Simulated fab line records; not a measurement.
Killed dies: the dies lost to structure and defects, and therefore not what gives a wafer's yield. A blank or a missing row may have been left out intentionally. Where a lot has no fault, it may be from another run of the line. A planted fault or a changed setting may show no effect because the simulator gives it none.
fab line records    flow n5-finfet
[record] lots = 9  wafers = 27  last-day = 17
route steps=1938 shown BEOL_M2@860 BEOL_M4@1111 PASSIVATION@1936
lots that met no fault: taken from a fault-free run of the same line
start-h: hours from the record's opening day to when the first of the lot's shown wafers began    wait-h: time in hours since the lot's previous step    " the same as in the row above    L1.1+2: a row that stands for several wafers    - no value, or no start was given    * or withheld: withheld    < > ~ a bound
route shown NAME@n: a module of which the file shows steps, and the number in the route of the first    usual: the fault-free wafers' mean and standard deviation    same: alike in all rows    chamber/n: place in a boat    sites: the reading at each site    _std_site: standard deviation of those values    _edge_site: the outer-site mean with the inner-site mean subtracted    radius-mm: how far each site lies from the wafer's centre    mask NAME#n: copy n    behind: tool/chamber where the wafer was last shaped    hold: what put the lot on hold/how long, in hours/how the hold closed    device: whichever transistor did not switch (one of n, p or np)    end of line: the route-end tests of the same wafers    a step without rows: its recipe alone    killed: count of dies lost to structure and defects at first sort (not the wafer's yield)    map: per-die view of a wafer (x killed, . not killed, _ where there is no die)
set.NAME: the run value of the setting; set.NAME@STEP: its run value at that earlier step    model.NAME: the simulator's own value behind a step, which no gauge read
steps of the route over a sample of lots; a table a step, a row a wafer
services: a tool's chamber out of use, with start hour (start-h, from the record's first day; less than 0 if before it), hours out, and reason
[[steps]]
[step N5_BEOL_M2_ETCH_64]
[recipe] chemistry = N2/H2  target = SOC  target-depth-a = 750  overetch-a = 225  mask-material = SiARC  temp-c = 40  time-s = 121.9  ion-energy-ev = 200  pressure-mtorr = 30  source-w = 840  bias-w = 150  n2-flow-sccm = 200  h2-flow-sccm = 200
[usual] drypump-motor-current-A = 6.0/0.48  oes-product-au = 0.59/0.064  rf-fwd-power-W = 837.3/2.5  rf-vpp-V = 524.5/2.4  showerhead-plenum-p-Torr = 2.56/0.092  throttle-valve-pct = 17.78/0.15
lot.wafer  tool         chamber  start-h  wait-h  drypump-motor-current-A  oes-product-au  rf-fwd-power-W  rf-hours-counter-h  rf-vpp-V  showerhead-plenum-p-Torr  throttle-valve-pct
L661.3     rie-diel-05  2        129.20   0.0     5.7                      0.52            836.5           233                 522.0     2.51                      17.98
L661.4     "            0        "        "       5.6                      0.54            834.9           229                 523.5     2.53                      18.04
L661.5     "            2        "        "       5.7                      0.52            833.8           -                   523.8     2.51                      17.98
L662.2     rie-diel-01  1        142.96   0.0     6.5                      0.54            833.9           217                 524.7     2.51                      18.07
L662.5     "            1        "        "       6.5                      0.54            838.6           -                   522.1     2.51                      18.06
L662.6     "            2        "        "       4.8                      0.57            839.1           -                   527.1     2.63                      17.93
L666.4     rie-diel-01  0        154.85   0.0     5.6                      0.76            834.3           3                   528.9     2.73                      17.69
L666.5     "            3        "        "       5.9                      0.70            839.7           -                   524.2     2.60                      17.84
L666.6     "            0        "        "       5.6                      0.75            831.4           -                   528.0     2.73                      17.68
L670.2     rie-diel-02  2        183.10   0.0     6.3                      0.66            836.8           53                  526.8     2.70                      17.63
L670.3     "            0        "        "       6.0                      0.60            837.9           113                 522.6     2.44                      17.63
L670.6     "            2        "        "       6.4                      0.65            834.6           -                   528.5     2.70                      17.64
L674.3     rie-diel-02  1        217.59   0.0     5.4                      0.54            838.6           207                 523.3     2.52                      17.89
L674.5     "            0        "        "       6.0                      0.59            838.3           -                   521.7     2.44                      17.66
L674.6     "            3        "        "       6.6                      0.56            839.2           -                   524.6     2.51                      17.79
L675.1     rie-diel-02  0        221.48   0.0     6.0                      0.59            837.8           124                 519.6     2.44                      17.65
L675.2     "            2        "        "       6.4                      0.64            831.2           65                  528.6     2.69                      17.65
L675.3     "            1        "        "       5.4                      0.54            837.8           209                 523.1     2.52                      17.89
L677.2     rie-diel-01  3        237.55   0.0     5.9                      0.67            840.8           41                  527.0     2.59                      17.88
L677.3     "            0        "        "       5.6                      0.70            835.7           27                  527.7     2.72                      17.74
L677.6     "            1        "        "       6.5                      0.52            836.8           -                   522.7     2.49                      18.14
L679.1     rie-diel-02  3        244.00   0.0     6.6                      0.55            835.6           180                 523.5     2.51                      17.79
L679.3     "            2        "        "       6.4                      0.63            837.1           72                  528.7     2.69                      17.67
L679.6     "            2        "        "       6.4                      0.63            836.0           -                   528.4     2.69                      17.66
L682.1     rie-diel-02  2        262.93   0.0     6.4                      0.64            838.3           76                  527.6     2.69                      17.69
L682.2     "            1        "        "       5.4                      0.53            838.8           224                 522.0     2.51                      17.93
L682.5     "            3        "        "       6.6                      0.54            839.9           -                   524.8     2.50                      17.81
[step N5_BEOL_M2_CD_MEAS_28]
[recipe] target-cd-nm = 26.2  landing-energy-ev = 500  detector = se-inlens  target-cd-y-nm = 24.1  polarity = opening
[usual] cd-nm = 26.17/0.25
lot.wafer  tool       chamber  start-h  wait-h  cd-nm
L661.3     cd-sem-01  0        129.89   -       26.11
L661.4     "          0        "        "       25.79
L661.5     "          0        "        "       25.86
L662.2     cd-sem-03  0        143.76   -       26.47
L662.5     "          0        "        "       25.95
L662.6     "          0        "        "       26.19
L666.4     cd-sem-03  0        155.53   -       26.32
L666.5     "          0        "        "       26.35
L666.6     "          0        "        "       26.11
L670.2     cd-sem-02  0        183.90   -       26.41
L670.3     "          0        "        "       26.25
L670.6     "          0        "        "       26.40
L674.3     cd-sem-03  0        218.51   -       25.86
L674.5     "          0        "        "       26.46
L674.6     "          0        "        "       26.06
L675.1     cd-sem-02  0        222.21   -       26.09
L675.2     "          0        "        "       26.51
L675.3     "          0        "        "       25.97
L677.2     cd-sem-02  0        238.32   -       26.38
L677.3     "          0        "        "       26.20
L677.6     "          0        "        "       25.84
L679.1     cd-sem-02  0        244.80   -       26.23
L679.3     "          0        "        "       26.13
L679.6     "          0        "        "       26.03
L682.1     cd-sem-02  0        263.73   -       26.32
L682.2     "          0        "        "       26.23
L682.5     "          0        "        "       26.03
[step N5_BEOL_M2_ETCH_69]
[recipe] chemistry = CF4  target = SiARC  target-depth-a = 156  mask-material = CAR-EUV  time-s = 26  ion-energy-ev = 80  pressure-mtorr = 40  source-w = 545  bias-w = 36  Ar_flow_sccm = 100  cf4-flow-sccm = 100  ends = cleared
[usual] drypump-motor-current-A = 5.9/0.5  etch-rf-on-time-s = 25.8/0.62  oes-product-au = 0.68/0.082  rf-fwd-power-W = 532.2/1.9  rf-vpp-V = 184.4/1.3  showerhead-plenum-p-Torr = 2.16/0.069  throttle-valve-pct = 15.62/0.17
lot.wafer  tool         chamber  start-h  wait-h  drypump-motor-current-A  etch-rf-on-time-s  oes-product-au  rf-fwd-power-W  rf-hours-counter-h  rf-vpp-V  showerhead-plenum-p-Torr  throttle-valve-pct
L661.3     rie-diel-01  3        130.43   0.0     5.9                      24.6               0.85            528.7           4                   183.6     2.20                      15.51
L661.4     "            1        "        "       6.5                      27.2               0.59            532.0           -                   183.2     2.13                      16.07
L661.5     "            3        "        "       5.9                      24.6               0.85            531.9           -                   184.9     2.20                      15.50
L662.2     rie-diel-05  3        143.93   0.0     5.5                      26.3               0.75            530.7           32                  185.4     2.28                      15.51
L662.5     "            1        "        "       6.2                      25.3               0.62            536.7           -                   184.3     2.14                      15.55
L662.6     "            2        "        "       5.7                      25.9               0.57            532.1           -                   183.0     2.12                      15.81
L666.4     rie-diel-02  0        155.70   0.0     6.0                      25.8               0.67            532.6           100                 183.2     2.07                      15.55
L666.5     "            2        "        "       6.3                      25.5               0.75            533.6           -                   185.3     2.26                      15.35
L666.6     "            1        "        "       5.4                      25.3               0.62            535.2           -                   183.9     2.13                      15.71
L670.2     rie-diel-02  0        184.08   0.0     6.0                      25.8               0.67            530.3           113                 184.8     2.07                      15.58
L670.3     "            2        "        "       6.3                      25.1               0.75            530.8           53                  186.3     2.26                      15.39
L670.6     "            2        "        "       6.4                      25.3               0.74            531.8           -                   185.5     2.26                      15.38
L674.3     rie-diel-01  1        218.73   0.0     6.4                      27.8               0.58            533.7           241                 184.4     2.12                      16.13
L674.5     "            0        "        "       5.6                      25.7               0.80            534.3           -                   185.2     2.27                      15.52
L674.6     "            3        "        "       5.9                      25.0               0.77            532.9           -                   184.6     2.19                      15.58
L675.1     rie-diel-01  0        222.39   0.0     5.6                      25.8               0.80            530.7           21                  187.4     2.27                      15.52
L675.2     "            1        "        "       6.4                      27.6               0.56            532.8           242                 182.6     2.12                      16.12
L675.3     "            2        "        "       4.8                      25.8               0.63            530.7           206                 184.9     2.20                      15.73
L677.2     rie-diel-05  3        238.49   0.0     5.5                      26.6               0.70            532.2           73                  185.7     2.26                      15.61
L677.3     "            0        "        "       5.6                      25.5               0.82            530.6           6                   183.1     2.11                      15.38
L677.6     "            0        "        "       5.6                      25.5               0.82            531.0           -                   182.6     2.11                      15.36
L679.1     rie-diel-01  0        244.98   0.0     5.6                      25.7               0.78            528.7           30                  186.9     2.27                      15.53
L679.3     "            3        "        "       5.9                      25.4               0.76            530.2           44                  183.7     2.19                      15.59
L679.6     "            2        "        "       4.8                      26.4               0.61            531.8           -                   185.4     2.20                      15.76
L682.1     rie-diel-05  0        263.91   0.0     5.6                      25.2               0.79            530.7           15                  183.6     2.11                      15.40
L682.2     "            2        "        "       5.7                      26.0               0.79            531.4           28                  183.2     2.11                      15.44
L682.5     "            3        "        "       5.5                      26.5               0.69            531.3           -                   186.9     2.26                      15.62
[step N5_BEOL_M2_ALD_98]
[recipe] material = SiO2  target-thk-a = 25  temp-c = 100  ald-precursor-family = BDEAS  ald-co-reactant = O2-plasma  pulse-time-s = 1  co-reactant-pulse-time-s = 1  purge-time-s = 2  co-reactant-purge-time-s = 2  ald-cycles = 17  pressure-torr = 2
[usual] ald-cycles = 17/0  chamber-pressure-Torr = 2.000/0.0043  heater-power-w = 78/7.4  precursor-pulse-height-rel = 1.004/0.019  susceptor-temp-C = 100.01/0.14
lot.wafer  tool        chamber  start-h  wait-h  ald-cycles  chamber-pressure-Torr  heater-power-w  precursor-pulse-height-rel  susceptor-temp-C
L661.3     ald-sin-01  1        130.52   0.1     17          1.995                  73              1.021                       99.92
L661.4     "           2        "        "       17          1.994                  77              0.993                       99.92
L661.5     "           3        "        "       17          2.006                  81              1.031                       99.84
L662.2     ald-sin-01  2        144.01   0.1     17          1.999                  78              1.016                       100.06
L662.5     "           0        "        "       17          1.999                  84              1.019                       100.14
L662.6     "           3        "        "       17          1.993                  80              1.013                       100.08
L666.4     ald-sin-04  3        155.78   0.1     17          1.999                  74              1.008                       99.97
L666.5     "           2        "        "       17          2.003                  70              0.986                       99.79
L666.6     "           3        "        "       17          2.002                  76              0.984                       99.84
L670.2     ald-sin-01  3        185.52   1.4     17          1.996                  79              1.047                       100.10
L670.3     "           2        "        "       17          2.002                  77              0.996                       99.76
L670.6     "           1        "        "       17          1.997                  71              1.008                       99.95
L674.3     ald-sin-04  0        218.90   0.1     17          1.993                  97              0.988                       99.82
L674.5     "           0        "        "       17          1.994                  99              0.996                       99.97
L674.6     "           1        "        "       17          1.999                  69              1.028                       100.19
L675.1     ald-sin-03  0        223.55   1.1     17          2.000                  71              1.016                       99.87
L675.2     "           3        "        "       17          2.002                  74              0.998                       100.17
L675.3     "           2        "        "       17          2.000                  75              0.997                       99.99
L677.2     ald-sin-01  0        238.76   0.2     -           -                      -               -                           -
L677.3     "           2        "        "       -           -                      -               -                           -
L677.6     "           0        "        "       -           -                      -               -                           -
L679.1     ald-sin-04  1        245.06   0.1     -           -                      -               -                           -
L679.3     "           2        "        "       -           -                      -               -                           -
L679.6     "           1        "        "       -           -                      -               -                           -
L682.1     ald-sin-01  3        263.99   0.1     17          2.001                  80              0.978                       100.20
L682.2     "           2        "        "       17          1.997                  80              1.006                       100.02
L682.5     "           3        "        "       17          2.004                  79              0.999                       100.17
[step N5_BEOL_M4_RC_MEAS_101]
[usual] DIBL_N = 35.9/1.7  DIBL_P = 35.8/2.2  IOFF_N = 0.15/0.03  IOFF_P = 0.21/0.036  ION_N = 674/12  ION_P = 463/7.2  SS_N = 71.3/0.59  SS_P = 73.1/0.69  VT_N = 250/3  VT_P = -251/3.2
lot.wafer  tool       chamber  start-h  wait-h  DIBL_N[mV/V]  DIBL_P[mV/V]  IOFF_N[nA/um]  IOFF_P[nA/um]  ION_N[uA/um]  ION_P[uA/um]  SS_N[mV/dec]  SS_P[mV/dec]  VT_N[mV]  VT_P[mV]
L661.3     prober-02  0        160.58   0.3     35.6          36.5          0.14           0.22           673           468           72.2          74.0          250       -248
L661.4     "          0        "        "       35.3          36.0          0.14           0.20           678           464           71.1          73.4          250       -252
L661.5     "          0        "        "       33.9          34.0          0.12           0.17           674           462           71.0          73.0          253       -252
L662.2     prober-01  0        175.45   0.2     37.5          37.2          0.17           0.22           684           464           71.0          73.8          247       -250
L662.5     "          0        "        "       36.1          35.1          0.15           0.18           672           462           70.5          73.2          250       -251
L662.6     "          0        "        "       36.9          35.8          0.16           0.20           664           461           70.1          72.9          248       -253
L666.4     prober-02  0        186.36   0.5     34.0          33.5          0.12           0.19           662           460           70.9          72.6          253       -251
L666.5     "          0        "        "       36.1          35.7          0.16           0.22           679           470           70.9          72.7          248       -248
L666.6     "          0        "        "       35.6          35.3          0.13           0.20           662           464           70.7          72.9          252       -249
L670.2     prober-02  0        237.47   0.2     35.7          36.3          0.16           0.18           688           465           71.5          73.7          248       -252
L670.3     "          0        "        "       33.1          33.1          0.12           0.14           658           447           70.5          72.7          251       -258
L670.6     "          0        "        "       35.6          35.3          0.16           0.17           684           457           70.8          73.5          248       -256
L675.1     prober-02  0        255.00   0.0     34.1          34.2          0.11           0.16           660           454           70.6          73.3          255       -254
L675.2     "          0        "        "       38.9          39.7          0.19           0.23           669           453           72.1          74.7          249       -254
L675.3     "          0        "        "       35.0          34.5          0.12           0.15           656           452           71.2          72.7          253       -258
L674.3     prober-01  0        255.57   0.3     33.0          32.8          0.12           0.17           670           465           70.8          72.5          252       -253
L674.5     "          0        "        "       35.6          36.6          0.15           0.22           678           465           71.9          73.1          249       -250
L674.6     "          0        "        "       32.2          31.0          0.10           0.14           658           450           70.7          71.9          256       -255
L677.2     prober-02  0        274.82   0.2     37.9          38.3          0.17           0.22           667           454           72.1          74.6          249       -252
L677.3     "          0        "        "       36.4          35.6          0.15           0.18           671           454           71.3          73.2          252       -254
L677.6     "          0        "        "       36.6          38.0          0.17           0.21           690           467           71.4          73.1          251       -251
L679.1     prober-02  0        279.61   0.0     36.7          33.2          0.15           0.19           676           463           71.3          72.7          250       -251
L679.3     "          0        "        "       35.7          32.5          0.14           0.18           680           466           71.3          72.5          250       -253
L679.6     "          0        "        "       37.8          34.5          0.17           0.21           683           467           71.7          73.6          248       -251
L682.1     prober-02  0        307.36   0.0     34.1          32.4          0.12           0.18           653           456           71.3          72.6          251       -252
L682.2     "          0        "        "       35.5          35.3          0.15           0.21           675           463           71.6          72.9          251       -254
L682.5     "          0        "        "       36.3          35.0          0.16           0.19           675           461           71.5          73.0          249       -253
[step N5_PASSIVATION_PROBE_49]
[usual] defect-limited-yield = 91.0/1.5  killed_at_M0_to_M3 = 35/12  killed_at_M4_up = 15/5.8  killed-at-contacts = 14/7.2  killed-at-front-end = 40/10  killed-at-other = 3/3  killed-dies = 106/18  killed-open = 68/14  killed-short = 35/7.2  sort_bin_5_function = 5.2/0.96  sort_bin_6_memory = 3.3/0.69  sort-n-pass = 1074/18  sort-yield-pct = 91.0/1.5
[same] gross-dies = 1180  killed-at-back-side = 0  sort_bin_4_leakage[%] = 0  sort_bin_8_speed[%] = 0
lot.wafer  tool       chamber  start-h  wait-h  defect-limited-yield[%]  killed_at_M0_to_M3  killed_at_M4_up  killed-at-contacts  killed-at-front-end  killed-at-other  killed-dies  killed-open  killed-short  sort_bin_5_function[%]  sort_bin_6_memory[%]  sort-n-pass  sort-yield-pct[%]
L661.3     prober-02  -        264.05   0.1     91.8                     34                  21               14                  26                   2                97           55           40            5.2                     2.5                   1083         91.8
L661.4     prober-02  -        264.10   0.2     90.3                     27                  21               28                  38                   0                114          69           45            4.9                     4.7                   1066         90.3
L661.5     prober-02  -        264.15   0.2     91.6                     34                  18               21                  25                   1                99           71           27            4.6                     3.6                   1081         91.6
L666.4     prober-01  -        293.27   0.3     90.5                     47                  8                17                  38                   2                112          64           40            5.2                     3.2                   1068         90.5
L666.5     prober-01  -        293.32   0.3     89.8                     47                  5                23                  44                   1                120          66           42            5.0                     3.8                   1060         89.8
L666.6     prober-01  -        293.37   0.4     89.9                     61                  7                9                   37                   5                119          65           50            5.4                     4.3                   1061         89.9
L662.2     prober-02  -        298.68   0.1     91.3                     33                  11               7                   46                   6                103          74           29            5.6                     2.8                   1077         91.3
L662.5     prober-02  -        298.83   0.2     91.8                     32                  8                13                  43                   1                97           66           30            4.5                     3.5                   1083         91.8
L662.6     prober-02  -        298.88   0.3     91.8                     20                  8                6                   55                   8                97           63           30            5.4                     2.5                   1083         91.8
L670.2     prober-02  -        343.62   0.1     89.8                     37                  13               28                  36                   6                120          83           32            6.6                     3.6                   1060         89.8
L670.3     prober-02  -        343.67   0.1     88.1                     46                  29               18                  43                   4                140          96           38            6.5                     4.5                   1040         88.1
L670.6     prober-02  -        343.82   0.3     88.4                     51                  19               17                  48                   2                137          96           38            6.4                     4.6                   1043         88.4
L674.3     prober-02  -        360.38   0.7     88.8                     47                  15               24                  44                   2                132          88           40            6.4                     4.3                   1048         88.8
L674.5     prober-02  -        360.48   0.8     87.3                     46                  22               29                  51                   2                150          94           52            7.6                     4.6                   1030         87.3
L674.6     prober-02  -        360.53   0.8     90.6                     36                  9                24                  40                   2                111          69           34            5.5                     3.0                   1069         90.6
L675.1     prober-02  -        365.40   0.3     93.0                     30                  8                8                   32                   5                83           54           28            4.1                     2.7                   1097         93.0
L675.2     prober-02  -        365.45   0.4     92.6                     25                  19               8                   29                   6                87           55           28            4.9                     2.3                   1093         92.6
L675.3     prober-02  -        365.50   0.4     92.7                     37                  10               11                  26                   2                86           57           26            4.4                     2.5                   1094         92.7
L677.2     prober-02  -        374.15   0.1     90.9                     32                  21               24                  27                   3                107          76           29            4.9                     3.7                   1073         90.9
L677.3     prober-02  -        374.20   0.1     93.6                     16                  4                11                  41                   3                75           45           25            3.5                     2.4                   1105         93.6
L677.6     prober-02  -        374.35   0.3     91.8                     29                  12               14                  38                   4                97           66           28            4.2                     3.7                   1083         91.8
L679.1     prober-02  -        381.40   0.0     90.8                     29                  17               12                  48                   3                109          64           39            5.4                     3.2                   1071         90.8
L679.3     prober-02  -        381.50   0.1     90.3                     42                  14               19                  35                   4                114          71           40            5.8                     3.1                   1066         90.3
L679.6     prober-02  -        381.65   0.3     87.6                     60                  14               13                  59                   0                146          85           48            6.3                     4.9                   1034         87.6
L682.1     prober-02  -        415.29   0.0     92.2                     24                  11               11                  45                   1                92           54           37            4.9                     2.4                   1088         92.2
L682.2     prober-02  -        415.34   0.1     92.2                     15                  12               14                  48                   3                92           64           23            4.6                     2.9                   1088         92.2
L682.5     prober-02  -        415.49   0.2     93.5                     22                  12               12                  29                   2                77           48           28            4.2                     2.3                   1103         93.5
// killed by level:class
L661.3 MOL_CONTACT_COAG:geometric-particle:open=10 BEOL_M0_SAQP:geometric-particle:short=8 BEOL_M3:geometric-particle:open=7 FIN_SAQP:geometric-particle:short=6 BEOL_M1:geometric-particle:open=5 BEOL_M0_SAQP:geometric-particle:open=5 BEOL_M4:geometric-particle:open=5 BEOL_M4:geometric-particle:short=5
L661.4 MOL_CONTACT_COAG:geometric-particle:open=22 FIN_SAQP:geometric-particle:short=12 FIN_SAQP:geometric-particle:open=12 BEOL_M0_SAQP:geometric-particle:open=9 BEOL_M0_SAQP:geometric-particle:short=8 GATE_CUT:geometric-particle:short=6 MOL_CONTACT_COAG:geometric-particle:short=6 BEOL_M5:geometric-particle:open=6
L661.5 MOL_CONTACT_COAG:geometric-particle:open=18 BEOL_M4:geometric-particle:open=10 BEOL_M0_SAQP:geometric-particle:open=8 BEOL_M1:geometric-particle:open=8 BEOL_M0_SAQP:geometric-particle:short=7 FIN_SAQP:geometric-particle:open=6 BEOL_M2:geometric-particle:open=4 FIN_CUT:geometric-particle:short=3
L666.4 BEOL_M0_SAQP:geometric-particle:open=16 BEOL_M0_SAQP:geometric-particle:short=15 MOL_CONTACT_COAG:geometric-particle:open=12 FIN_SAQP:geometric-particle:open=7 HKMG_FIN:area-etch=7 FIN_SAQP:geometric-particle:short=6 MOL_CONTACT_COAG:geometric-particle:short=5 STARTING-WAFER:geometric-particle:open=5
L666.5 MOL_CONTACT_COAG:geometric-particle:open=20 BEOL_M0_SAQP:geometric-particle:open=17 BEOL_M0_SAQP:geometric-particle:short=17 HKMG_FIN:area-etch=9 DUMMY_GATE:geometric-particle:open=6 FIN_SAQP:geometric-particle:open=5 DUMMY_GATE:geometric-particle:short=5 FIN_SAQP:geometric-particle:short=4
L666.6 BEOL_M0_SAQP:geometric-particle:open=17 BEOL_M0_SAQP:geometric-particle:short=13 FIN_SAQP:geometric-particle:short=9 BEOL_M2:geometric-particle:open=9 MOL_CONTACT_COAG:geometric-particle:open=7 BEOL_M1:geometric-particle:open=7 ILD0:geometric-particle:short=5 BEOL_M2:geometric-particle:short=5
L662.2 STI_FIN_REVEAL:geometric-particle:open=14 FIN_SAQP:geometric-particle:open=8 BEOL_M0_SAQP:geometric-particle:short=8 BEOL_M2:geometric-particle:open=7 MOL_CONTACT_COAG:geometric-particle:open=6 BEOL_M0_SAQP:geometric-particle:open=6 BEOL_M1:geometric-particle:open=6 BEOL_M5:geometric-particle:open=5
L662.5 BEOL_M2:geometric-particle:open=12 MOL_CONTACT_COAG:geometric-particle:open=9 STI_FIN_REVEAL:geometric-particle:open=8 BEOL_M3:geometric-particle:open=6 FIN_SAQP:geometric-particle:open=5 FIN_SAQP:geometric-particle:short=5 BEOL_M0_SAQP:geometric-particle:short=5 DUMMY_GATE:geometric-particle:open=4
L662.6 STI_FIN_REVEAL:geometric-particle:open=19 FIN_SAQP:geometric-particle:short=7 BEOL_M2:geometric-particle:open=6 BEOL_M0_SAQP:geometric-particle:open=5 MOL_CONTACT_COAG:geometric-particle:open=5 BEOL_M3:geometric-particle:open=5 MIM_TOP_ETCH:geometric-particle:open=5 STI_FIN_REVEAL:geometric-particle:short=4
L670.2 MOL_CONTACT_COAG:geometric-particle:open=25 BEOL_M2:geometric-particle:open=10 STI_FIN_REVEAL:geometric-particle:open=9 FIN_SAQP:geometric-particle:short=8 BEOL_M0_SAQP:geometric-particle:open=7 STARTING-WAFER:geometric-particle:open=5 FIN_SAQP:geometric-particle:open=4 BEOL_M0_SAQP:geometric-particle:short=4
L670.3 STI_FIN_REVEAL:geometric-particle:open=20 BEOL_M3:geometric-particle:open=14 MOL_CONTACT_COAG:geometric-particle:open=14 BEOL_M4:geometric-particle:open=11 BEOL_M2:geometric-particle:open=11 BEOL_M3:geometric-particle:short=9 BEOL_M8:geometric-particle:open=6 GATE_CUT:geometric-particle:short=4
L670.6 MOL_CONTACT_COAG:geometric-particle:open=16 FIN_SAQP:geometric-particle:open=13 FIN_SAQP:geometric-particle:short=10 BEOL_M1:geometric-particle:open=8 BEOL_M0_SAQP:geometric-particle:open=8 BEOL_M0:geometric-particle:open=8 STI_FIN_REVEAL:geometric-particle:open=7 BEOL_M3:geometric-particle:short=7
L674.3 MOL_CONTACT_COAG:geometric-particle:open=18 BEOL_M1:geometric-particle:open=13 FIN_SAQP:geometric-particle:short=11 DUMMY_GATE:geometric-particle:open=10 BEOL_M2:geometric-particle:open=10 FIN_SAQP:geometric-particle:open=9 BEOL_M0_SAQP:geometric-particle:short=8 BEOL_M4:geometric-particle:open=8
L674.5 MOL_CONTACT_COAG:geometric-particle:open=18 FIN_SAQP:geometric-particle:open=15 BEOL_M4:geometric-particle:open=12 BEOL_M1:geometric-particle:open=11 STI_FIN_REVEAL:geometric-particle:open=9 MOL_CONTACT_COAG:geometric-particle:short=9 STARTING-WAFER:geometric-particle:short=7 FIN_SAQP:geometric-particle:short=6
L674.6 MOL_CONTACT_COAG:geometric-particle:open=18 FIN_SAQP:geometric-particle:open=10 BEOL_M2:geometric-particle:open=9 BEOL_M0_SAQP:geometric-particle:open=6 HKMG_FIN:area-etch=6 FIN_SAQP:geometric-particle:short=5 STARTING-WAFER:geometric-particle:short=5 BEOL_M4:geometric-particle:open=5
L675.1 BEOL_M0_SAQP:geometric-particle:open=10 FIN_SAQP:geometric-particle:open=8 SPACER0:geometric-particle:open=6 MOL_CONTACT_COAG:geometric-particle:open=6 BEOL_M3:geometric-particle:open=6 FIN_SAQP:geometric-particle:short=5 BEOL_M0_SAQP:geometric-particle:short=4 BEOL_M3:geometric-particle:short=4
L675.2 FIN_SAQP:geometric-particle:open=8 BEOL_M3:geometric-particle:open=8 BEOL_M4:geometric-particle:open=8 GATE_CUT:geometric-particle:short=5 MOL_CONTACT_COAG:geometric-particle:open=5 BEOL_M2:geometric-particle:open=5 FIN_SAQP:geometric-particle:short=4 STI_FIN_REVEAL:geometric-particle:open=4
L675.3 MOL_CONTACT_COAG:geometric-particle:open=10 BEOL_M3:geometric-particle:open=9 BEOL_M0_SAQP:geometric-particle:open=7 BEOL_M2:geometric-particle:open=7 FIN_SAQP:geometric-particle:open=6 BEOL_M0_SAQP:geometric-particle:short=6 BEOL_M3:geometric-particle:short=6 STI_FIN_REVEAL:geometric-particle:open=4
L677.2 MOL_CONTACT_COAG:geometric-particle:open=19 BEOL_M4:geometric-particle:open=14 STI_FIN_REVEAL:geometric-particle:open=9 BEOL_M1:geometric-particle:open=9 BEOL_M0_SAQP:geometric-particle:short=6 MOL_CONTACT_COAG:geometric-particle:short=5 GATE_CUT:geometric-particle:short=4 BEOL_M0_SAQP:geometric-particle:open=4
L677.3 MOL_CONTACT_COAG:geometric-particle:open=8 DUMMY_GATE:geometric-particle:open=7 FIN_SAQP:geometric-particle:short=5 GATE_CUT:geometric-particle:short=5 FIN_SAQP:geometric-particle:open=4 STI_FIN_REVEAL:geometric-particle:open=4 BEOL_M0_SAQP:geometric-particle:open=4 STARTING-WAFER:geometric-particle:open=4
L677.6 MOL_CONTACT_COAG:geometric-particle:open=12 STI_FIN_REVEAL:geometric-particle:open=8 FIN_SAQP:geometric-particle:open=6 DUMMY_GATE:geometric-particle:open=6 BEOL_M0_SAQP:geometric-particle:short=6 BEOL_M2:geometric-particle:open=6 GATE_CUT:geometric-particle:short=4 BEOL_M4:geometric-particle:open=4
L679.1 FIN_SAQP:geometric-particle:open=11 BEOL_M0_SAQP:geometric-particle:short=11 MOL_CONTACT_COAG:geometric-particle:open=10 BEOL_M0_SAQP:geometric-particle:open=9 BEOL_M4:geometric-particle:open=7 STI_FIN_REVEAL:geometric-particle:open=7 GATE_CUT:geometric-particle:short=6 GATE_CUT:geometric-particle:open=5
L679.3 BEOL_M0_SAQP:geometric-particle:open=16 MOL_CONTACT_COAG:geometric-particle:open=14 BEOL_M0_SAQP:geometric-particle:short=12 BEOL_M1:geometric-particle:open=9 BEOL_M4:geometric-particle:open=9 FIN_SAQP:geometric-particle:short=7 FIN_SAQP:geometric-particle:open=5 STI_FIN_REVEAL:geometric-particle:open=4
L679.6 BEOL_M0_SAQP:geometric-particle:short=18 BEOL_M0_SAQP:geometric-particle:open=17 FIN_SAQP:geometric-particle:open=15 MOL_CONTACT_COAG:geometric-particle:open=9 BEOL_M4:geometric-particle:open=9 STI_FIN_REVEAL:geometric-particle:open=8 BEOL_M2:geometric-particle:open=7 HKMG_FIN:area-etch=7
L682.1 FIN_SAQP:geometric-particle:short=14 BEOL_M0_SAQP:geometric-particle:open=9 DUMMY_GATE:geometric-particle:open=8 MOL_CONTACT_COAG:geometric-particle:open=8 FIN_SAQP:geometric-particle:open=5 BEOL_M5:geometric-particle:open=5 GATE_CUT:geometric-particle:short=4 BEOL_M0_SAQP:geometric-particle:short=4
L682.2 MOL_CONTACT_COAG:geometric-particle:open=11 FIN_SAQP:geometric-particle:open=10 FIN_SAQP:geometric-particle:short=8 STI_FIN_REVEAL:geometric-particle:open=8 DUMMY_GATE:geometric-particle:open=5 BEOL_M3:geometric-particle:open=5 BEOL_M5:geometric-particle:open=5 BEOL_M8:geometric-particle:open=4
L682.5 MOL_CONTACT_COAG:geometric-particle:open=10 BEOL_M0_SAQP:geometric-particle:short=10 STI_FIN_REVEAL:geometric-particle:open=9 BEOL_M0_SAQP:geometric-particle:open=5 BEOL_M5:geometric-particle:open=5 FIN_SAQP:geometric-particle:open=4 FIN_SAQP:geometric-particle:short=4 BEOL_M4:geometric-particle:open=4
[[services]]
tool         chamber  start-h  hours  kind
rie-diel-01  0        127.32   -      clean
rie-diel-01  0        127.32   -      consumable-replace:focus-ring
rie-diel-01  0        127.32   -      consumable-replace:showerhead
rie-diel-01  0        127.32   22.1   scheduled-down
rie-diel-01  0        127.32   22.1   vent-cycle
rie-diel-05  2        174.17   -      clean
rie-diel-05  2        174.17   -      consumable-replace:focus-ring
rie-diel-05  2        174.17   18.4   scheduled-down
rie-diel-05  2        174.17   18.4   vent-cycle
ald-sin-03   2        175.94   10.6   repair
ald-sin-03   -        176.75   14.0   pm
rie-diel-02  -        195.44   3.7    repair
ald-sin-04   0        204.08   6.1    repair
ald-sin-03   -        204.91   6.1    pm
ald-sin-01   2        214.28   9.8    repair
ald-sin-01   1        217.40   3.8    repair
ald-sin-03   3        227.45   4.1    repair
rie-diel-01  1        244.89   -      clean
rie-diel-01  1        244.89   -      consumable-replace:focus-ring
rie-diel-01  1        244.89   16.2   scheduled-down
rie-diel-01  1        244.89   16.2   vent-cycle
rie-diel-02  2        248.76   6.5    repair
ald-sin-03   2        252.60   16.4   repair
rie-diel-01  -        253.57   0.8    repair
[[key]]
[first-sign] step = N5_BEOL_M2_ALD_98  reading = tool-record  direction = missing
effect none on later readings
met-at N5_BEOL_M2_ALD_98
struck-lots L677,L679
not-acting-at N5_BEOL_M2_ETCH_64,N5_BEOL_M2_CD_MEAS_28,N5_BEOL_M2_ETCH_69
onset-between 218.90 238.76
[fault] kind = skipped-step-whole  tool = ald-sin-01,ald-sin-04  chamber = -  onset-h = 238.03  steps = N5_BEOL_M2_ALD_98  scope = struck-lots-only
